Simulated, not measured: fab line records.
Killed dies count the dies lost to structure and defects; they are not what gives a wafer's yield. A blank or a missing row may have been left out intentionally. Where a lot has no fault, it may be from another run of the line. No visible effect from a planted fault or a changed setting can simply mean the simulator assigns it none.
A struck lot beside a sound one	flow n5Finfet	15 out of 1938 route steps
Sound: wafers L442.1, L442.2, L442.6. Struck: wafer L444.3 (left out: L444.2, L444.5 of the same lot, which were not struck); the cause appears at the end.
For every step that has rows: the tool of each side, followed by ch and its chambers, followed by its first start. Under that, the readings that differ: sound wafers	struck wafers	difference of the means	sigmas: that difference in standard deviations of wafers without a fault.
alike: a reading whose means differ by less than 2 such deviations, as well as words and numbers matching on both sides. not compared: withheld readings; readings where some wafer has no value; bounds like >300 that might hide an equal value; numbers whose values overlap and for which the record gives no deviation.
The two part at a step that has a row with sigmas, a row that says differs or no value, or rows on one side only. Numbers that have no deviation but don't overlap get no sigmas and don't part them. Lack of a reading on every wafer of one side parts them only where that side has two or more wafers.

first, 1 step without rows for these wafers: N5_BEOL_M1_ANNEAL_87 (time 240 s).
N5_BEOL_M1_SPUTTER_88: material Cu, target thk 4.5 nm, time 8.29 s.
  sound: pvdSputter-02 at day 6 20:20; struck: pvdSputter-01 at day 7 04:56
  alike: chamberPressurePa, throttleValvePct
then, 1 step without rows for these wafers: N5_BEOL_M1_ANNEAL_89 (time 240 s).
N5_BEOL_M1_SPUTTER_90: material Cu, target thk 4.5 nm, time 8.29 s.
  sound: pvdSputter-02 at day 6 20:33; struck: pvdSputter-01 at day 7 05:09
  alike: chamberPressurePa, throttleValvePct
N5_BEOL_M1_ANNEAL_91: time 240 s.
  sound: pvdSputter-02 at day 6 20:38; struck: pvdSputter-01 at day 7 05:14
  alike: heaterPowerW
then, 2 steps without rows for these wafers: N5_BEOL_M1_SPUTTER_92 (material Cu, target thk 4.5 nm, time 8.29 s); N5_BEOL_M1_ANNEAL_93 (time 240 s).
N5_BEOL_M1_SPUTTER_94: material Cu, target thk 4.5 nm, time 8.29 s.
  sound: pvdSputter-02 at day 6 20:59; struck: pvdSputter-01 at day 7 05:35
  alike: chamberPressurePa, throttleValvePct
N5_BEOL_M1_ANNEAL_95: time 240 s.
  sound: pvdSputter-02 at day 6 21:04; struck: pvdSputter-01 at day 7 05:40
  alike: heaterPowerW
then, 3 steps without rows for these wafers: N5_BEOL_M1_SPUTTER_96 (material Cu, target thk 4.5 nm, time 8.29 s); N5_BEOL_M1_ECD_50 (material Cu, target thk 300 nm); N5_BEOL_M1_ANNEAL_51 (time 90 s).
N5_BEOL_M1_CMP_52: polishes, stops on SiOC, t overpolish 6.8 s, target thk 40 nm.
  sound on cmp-01 ch 0,1, day 6 22:01; struck on cmp-01 ch 3, day 7 06:18
reading	sound	struck	difference	sigmas
barrierFieldEndpointS (s)	24.4 24.2 25.1	14.1	-10.5	-18
timeToEndpointS (s)	61 58 60	35	-25	-8
  alike: headPressurePsi, motorCurrentA, overpolishRunS, slurryFlowMlMin
  not compared: model.Cu_of_BEOL_M1_ECD_50.thkNm
N5_BEOL_M4_RC_MEAS_101:
  sound on prober-01 ch 0, day 8 15:06; struck on prober-02 ch 0, day 8 15:35
  alike: DIBL_N, DIBL_P, IOFF_N, IOFF_P, ION_N, ION_P, SS_N, SS_P, VT_N, VT_P
following that, these wafers have no rows for 1 step: N5_PASSIVATION_PROBE_49.

== WHERE THEY PART ==
Within this record, at N5_BEOL_M1_CMP_52 only. Later steps at which nothing parts them and some readings are alike: N5_BEOL_M4_RC_MEAS_101.

WHY: the cause the simulator had injected
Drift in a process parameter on cmp-01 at N5_BEOL_M1_CMP_52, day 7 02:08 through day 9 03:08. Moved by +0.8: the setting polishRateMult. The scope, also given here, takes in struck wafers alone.
